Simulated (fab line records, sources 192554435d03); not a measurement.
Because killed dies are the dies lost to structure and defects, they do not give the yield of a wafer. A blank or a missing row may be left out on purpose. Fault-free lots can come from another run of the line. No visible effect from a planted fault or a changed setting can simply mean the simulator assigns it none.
Split-lot experiment || flow n5-finfet || route with 1938 steps; 7 lots, 21 wafers read

== ABOUT THE SPLIT ==
At N5_FIN_SAQP_FIN_ETCH_36 (etches the open film in HBr/Cl2/O2, target depth 120 nm, time 50.4 s), the setting icp-w was moved away from the recipe's 800 W on 8 of the 21 wafers read, by -11.7% to +8.0%. For the rest of the wafers, this setting stayed at what the recipe calls for.

The split's own step is where the reading is taken.

== THE READING ==
FIN_SAQP.feature-depth-nm (the simulator's own value, which no gauge read), in nm, at N5_FIN_SAQP_FIN_ETCH_36 (etches the open film in HBr/Cl2/O2, target depth 120 nm, time 50.4 s). There is no usual value for it anywhere in the file. Here, 13 wafers ran the recipe; their average is 119.2 nm with a standard deviation of 1.7 nm.

{"wafer": "L075.3", "tool, chamber at the split": "rie-si-03, 2", "icp-w as run, W": 800, "against the recipe": "recipe", "FIN_SAQP.feature-depth-nm, nm": 118, "against lot-mates on the recipe": "-"}
{"wafer": "L075.4", "tool, chamber at the split": "rie-si-03, 1", "icp-w as run, W": 800, "against the recipe": "recipe", "FIN_SAQP.feature-depth-nm, nm": 118.6, "against lot-mates on the recipe": "-"}
{"wafer": "L075.5", "tool, chamber at the split": "rie-si-03, 2", "icp-w as run, W": 800, "against the recipe": "recipe", "FIN_SAQP.feature-depth-nm, nm": 119, "against lot-mates on the recipe": "-"}
{"wafer": "L076.1", "tool, chamber at the split": "rie-si-03, 1", "icp-w as run, W": 800, "against the recipe": "recipe", "FIN_SAQP.feature-depth-nm, nm": 117.8, "against lot-mates on the recipe": "-"}
{"wafer": "L076.4", "tool, chamber at the split": "rie-si-03, 0", "icp-w as run, W": 800, "against the recipe": "recipe", "FIN_SAQP.feature-depth-nm, nm": 118, "against lot-mates on the recipe": "-"}
{"wafer": "L076.6", "tool, chamber at the split": "rie-si-03, 0", "icp-w as run, W": 800, "against the recipe": "recipe", "FIN_SAQP.feature-depth-nm, nm": 119, "against lot-mates on the recipe": "-"}
{"wafer": "L077.2", "tool, chamber at the split": "rie-si-02, 2", "icp-w as run, W": 739.6, "against the recipe": "-7.6%", "FIN_SAQP.feature-depth-nm, nm": 115.2, "against lot-mates on the recipe": -6.8}
{"wafer": "L077.3", "tool, chamber at the split": "rie-si-02, 3", "icp-w as run, W": 739.6, "against the recipe": "-7.6%", "FIN_SAQP.feature-depth-nm, nm": 117.8, "against lot-mates on the recipe": -4.2}
{"wafer": "L077.6", "tool, chamber at the split": "rie-si-02, 3", "icp-w as run, W": 800, "against the recipe": "recipe", "FIN_SAQP.feature-depth-nm, nm": 122, "against lot-mates on the recipe": "-"}
{"wafer": "L078.1", "tool, chamber at the split": "rie-si-05, 2", "icp-w as run, W": 864, "against the recipe": "+8.0%", "FIN_SAQP.feature-depth-nm, nm": 124.2, "against lot-mates on the recipe": "+7.0"}
{"wafer": "L078.3", "tool, chamber at the split": "rie-si-05, 3", "icp-w as run, W": 864, "against the recipe": "+8.0%", "FIN_SAQP.feature-depth-nm, nm": 124, "against lot-mates on the recipe": "+6.8"}
{"wafer": "L078.5", "tool, chamber at the split": "rie-si-05, 1", "icp-w as run, W": 800, "against the recipe": "recipe", "FIN_SAQP.feature-depth-nm, nm": 117.2, "against lot-mates on the recipe": "-"}
{"wafer": "L082.1", "tool, chamber at the split": "rie-si-05, 1", "icp-w as run, W": 800, "against the recipe": "recipe", "FIN_SAQP.feature-depth-nm, nm": 117.2, "against lot-mates on the recipe": "-"}
{"wafer": "L082.3", "tool, chamber at the split": "rie-si-05, 2", "icp-w as run, W": 800, "against the recipe": "recipe", "FIN_SAQP.feature-depth-nm, nm": 119.8, "against lot-mates on the recipe": "-"}
{"wafer": "L082.5", "tool, chamber at the split": "rie-si-05, 3", "icp-w as run, W": 800, "against the recipe": "recipe", "FIN_SAQP.feature-depth-nm, nm": 121.4, "against lot-mates on the recipe": "-"}
{"wafer": "L089.2", "tool, chamber at the split": "rie-si-02, 3", "icp-w as run, W": 757.5, "against the recipe": "-5.3%", "FIN_SAQP.feature-depth-nm, nm": 118.8, "against lot-mates on the recipe": -3.4}
{"wafer": "L089.4", "tool, chamber at the split": "rie-si-02, 2", "icp-w as run, W": 757.5, "against the recipe": "-5.3%", "FIN_SAQP.feature-depth-nm, nm": 116.8, "against lot-mates on the recipe": -5.4}
{"wafer": "L089.6", "tool, chamber at the split": "rie-si-02, 3", "icp-w as run, W": 800, "against the recipe": "recipe", "FIN_SAQP.feature-depth-nm, nm": 122.2, "against lot-mates on the recipe": "-"}
{"wafer": "L090.2", "tool, chamber at the split": "rie-si-05, 2", "icp-w as run, W": 706.6, "against the recipe": "-11.7%", "FIN_SAQP.feature-depth-nm, nm": 114.2, "against lot-mates on the recipe": -4.6}
{"wafer": "L090.5", "tool, chamber at the split": "rie-si-05, 2", "icp-w as run, W": 706.6, "against the recipe": "-11.7%", "FIN_SAQP.feature-depth-nm, nm": 114.8, "against lot-mates on the recipe": -4.0}
{"wafer": "L090.6", "tool, chamber at the split": "rie-si-05, 1", "icp-w as run, W": 800, "against the recipe": "recipe", "FIN_SAQP.feature-depth-nm, nm": 118.8, "against lot-mates on the recipe": "-"}

THE FIT
A straight line over all 21 wafers: FIN_SAQP.feature-depth-nm changes by +0.444 nm for each +1% of icp-w; r = +0.83; the points scatter about the line by 1.6 nm.
The same after taking each lot's own level away (the mean of its wafers on the recipe; 21 wafers): +0.612 nm for each +1%; r = +0.91; scatter 1.5 nm.
On that fit, the largest move of icp-w shifts the reading by 7.1 nm.
Measured against the standard deviation above, the lots' own levels, which go from 117.20 to 122.20 nm, span 3.0 times it.
In other words, the slope is changed by the lot-to-lot level; the two fits disagree.
Check: with one of the wafers moved furthest among these (-11.7%) left out of the fit, the line predicts -7.61 nm for it against its lot-mates. Against them it came out at -4.6 nm.

== THE OTHER SPLITS THESE WAFERS WENT THROUGH ==
These wafers also went through other splits before the reading. Each is held against what the fit with the lots' levels taken away leaves over:
{"other split on the same wafers": "N5_PMOS_HMC_CHANNEL_EPI_EXPOSE_06 dose-mj", "wafers away from the commonest value": 13, "r with FIN_SAQP.feature-depth-nm (lot level and that fit taken away)": -0.16}
{"other split on the same wafers": "N5_PMOS_HMC_CHANNEL_EPI_PEB_07 peb-time-s", "wafers away from the commonest value": 4, "r with FIN_SAQP.feature-depth-nm (lot level and that fit taken away)": -0.19}
{"other split on the same wafers": "N5_PMOS_HMC_CHANNEL_EPI_DEVELOP_08 develop-time-s", "wafers away from the commonest value": 6, "r with FIN_SAQP.feature-depth-nm (lot level and that fit taken away)": -0.13}
{"other split on the same wafers": "N5_PMOS_HMC_CHANNEL_EPI_DESCUM_14 time-s", "wafers away from the commonest value": 10, "r with FIN_SAQP.feature-depth-nm (lot level and that fit taken away)": "+0.29"}

== THE WHOLE CHAIN: every reading that the file lists as answering this split, in the file's order ==
{"step": "N5_FIN_SAQP_FIN_ETCH_36", "what it does": "etches the open film in HBr/Cl2/O2, target depth 120 nm, time 50.4 s", "reading": "etch.depth-nm (the simulator's own value, which no gauge read)", "change (the file's fit)": "+0.598 nm for each +1% of the setting", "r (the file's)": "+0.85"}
{"step": "N5_FIN_SAQP_FIN_ETCH_36", "what it does": "etches the open film in HBr/Cl2/O2, target depth 120 nm, time 50.4 s", "reading": "FIN_SAQP.feature-depth-nm (the simulator's own value, which no gauge read)", "change (the file's fit)": "+0.596 nm for each +1% of the setting", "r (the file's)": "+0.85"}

== THE FILE'S OWN FIT ==
FIN_SAQP.feature-depth-nm changes by +0.596 nm for each +1% of icp-w, r = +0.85.
